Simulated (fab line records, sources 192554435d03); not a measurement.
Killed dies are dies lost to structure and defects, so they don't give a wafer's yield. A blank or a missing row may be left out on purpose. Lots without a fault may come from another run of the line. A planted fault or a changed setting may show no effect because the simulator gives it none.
Chamber matching | flow n5_finfet | N5_BEOL_M14_DEP_53 on pecvd-04: 3 sister chambers
The step deposits SiCN from 3MS/NH3, target thk 50 nm, time 17.8 s. 6 wafers are shown with their chamber, then 11 later ones without.

WAFERS WITH THEIR CHAMBER
wafer  | chamber | throttle_valve_pct (%) | showerhead_plenum_p_Torr (Torr)
L087.1 | 0       | 18.9                   | 4.194
L087.2 | 2       | 18.3                   | 4.162
L087.4 | 0       | 18.9                   | 4.205
L087.5 | 2       | 18.3                   | 4.162
L087.6 | 1       | 20.1                   | 4.181
L092.1 | 1       | 20.3                   | 4.192

WAFERS WITHOUT THEIR CHAMBER
wafer  | throttle_valve_pct (%) | showerhead_plenum_p_Torr (Torr)
L092.4 | 20.5                   | 4.186
L092.5 | 18.0                   | 4.162
L090.1 | 18.8                   | 4.207
L090.4 | 19.9                   | 4.196
L090.6 | 18.4                   | 4.164
L094.2 | 18.1                   | 4.155
L094.5 | 18.7                   | 4.189
L094.6 | 18.2                   | 4.159
L095.1 | 20.1                   | 4.181
L095.3 | 18.2                   | 4.156
L095.4 | 18.7                   | 4.188

WHICH CHAMBER EACH WENT THROUGH
wafer  | from the rows above | in truth
L092.4 | 1                   | 1
L092.5 | 2                   | 2
L090.1 | 0                   | 0
L090.4 | 1                   | 1
L090.6 | 2                   | 2
L094.2 | 2                   | 2
L094.5 | 0                   | 0
L094.6 | 2                   | 2
L095.1 | 1                   | 1
L095.3 | 2                   | 2
L095.4 | 0                   | 0
Placed correctly: 11 of 11. Can't be placed from these rows: 0. Placed wrongly: 0.
How it was worked out, from the rows above alone: a wafer's distance from a chamber is the root of the sum, over the readings, of the square of ((its reading less the chamber's mean) divided by the reading's scatter). The wafer belongs to the nearest chamber; if the next one is less than 2 further off, it can't be placed. A chamber's mean is the mean of its shown wafers. The scatter: the root of (the sum of the squares of (reading less its chamber's mean) over the shown wafers, divided by (wafers less chambers)).
